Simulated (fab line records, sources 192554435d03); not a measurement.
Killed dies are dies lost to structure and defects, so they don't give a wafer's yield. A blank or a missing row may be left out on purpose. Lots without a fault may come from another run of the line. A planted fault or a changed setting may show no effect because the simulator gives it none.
A struck lot beside a sound one | flow n5_finfet | 15 steps out of a route of 1938
Sound: wafers L168.1, L168.2, L168.3. Struck: wafers L184.1, L184.5, L184.6. The cause comes at the end.
At each step with rows: each side's tool, then ch and its chambers, then its first start. Under that, the readings that differ: sound wafers | struck wafers | difference of the means | sigmas: that difference in standard deviations of wafers without a fault.
alike: readings whose means differ by less than 2 such deviations, and words and numbers that are the same on both sides. not compared: withheld readings, readings that some wafer has no value for, bounds like >300 that may hide the same value, and numbers for which the record gives no deviation and whose values overlap.
The two part at a step that has a row with sigmas, a row that says differs or no value, or rows on one side only. Numbers that don't overlap but have no deviation are shown without sigmas and don't part them. A reading that every wafer of one side lacks parts them only if that side has two wafers or more.

N5_BEOL_M5_PRE_CLEAN_77: time 15 s.
  sound on cvd_co-01 ch 0,1,2, day 9 04:47; struck on cvd_co-01 ch 0,1, day 14 03:25
  alike: heater_power_w, rf_fwd_power_W
N5_BEOL_M5_CO_CAP_78: material Co, precursor CCTBA/H2, target thk 2 nm, time 102.1 s.
  sound on cvd_co-01 ch 0,1,2, day 9 04:50; struck on cvd_co-01 ch 0,1, day 14 03:27
  alike: heater_power_w
then, 1 step without rows for these wafers: N5_BEOL_M5_PRE_CLEAN_55 (time 15 s).
N5_BEOL_M5_DEP_56: deposits SiCN from 3MS/NH3, target thk 8 nm, time 14 s.
  sound on pecvd-04 ch 0,1,2, day 9 04:57; struck on pecvd-02 ch 0,2, day 14 03:34
  alike: rf_fwd_power_W, showerhead_plenum_p_Torr, throttle_valve_pct
N5_BEOL_M5_RS_MEAS_57: measures by four-point-probe.
  sound on film_metro-02, day 9 05:01; struck on film_metro-02, day 14 03:38
  alike: M5_RS
N5_BEOL_M5_INSPECT_58: inspects for defects (darkfield).
  sound on defect_inspect-02, day 9 05:02; struck on defect_inspect-02, day 14 03:40
  alike: raw_defect_count
then, 2 steps without rows for these wafers: N5_BEOL_M6_ILD_DEP_00 (deposits SiCOH lowk from DEMS/porogen, target thk 179.75 nm, time 33.4 s); N5_BEOL_M6_CURE_74 (cures SiCOH lowk, time 240 s).
N5_BEOL_M6_THK_MEAS_01:
  sound on film_metro-02, day 9 05:40; struck on film_metro-01, day 14 04:17
  alike: M6_ILD_THK
N5_BEOL_M6_PECVD_70: deposits SiO2 from TEOS/O2, target thk 20 nm, time 22.7 s.
  sound on pecvd-04 ch 0,1,2, day 9 05:42; struck on pecvd-01 ch 0,2, day 14 04:19
  alike: heater_power_w, rf_fwd_power_W, showerhead_plenum_p_Torr, throttle_valve_pct
N5_BEOL_M6_HM_DEP_02: deposits TiN, target thk 20 nm.
  sound on pvd_sputter-03, day 9 06:01; struck on pvd_sputter-03, day 14 05:08
  alike: throttle_valve_pct
then, 1 step without rows for these wafers: N5_BEOL_M6_COAT_59 (time 60 s, resist thk 100 nm).
N5_BEOL_M6_COAT_60: time 60 s, resist thk 35 nm.
  sound on litho_track-02 ch 0, day 9 06:09; struck on litho_track-03 ch 0, day 14 05:16
  reading                  | sound                | struck               | difference | sigmas
  heater_power_total_W (W) | 426.6 429.9 424.1    | 473.7 474.8 471.0    | +46.3      | +21
  plate_temp_C (C)         | 220.25 219.93 220.08 | 238.70 238.92 238.54 | +18.63     | +99 or more
then, 2 steps without rows for these wafers: N5_BEOL_M6_COAT_05 (resist thk 90 nm); N5_PASSIVATION_PROBE_49.

WHERE THEY PART
Only at N5_BEOL_M6_COAT_60, within this record.

WHY: what the simulator had put in
Process parameter drift: litho_track-03, from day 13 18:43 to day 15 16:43, at N5_BEOL_M6_COAT_60. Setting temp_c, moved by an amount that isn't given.
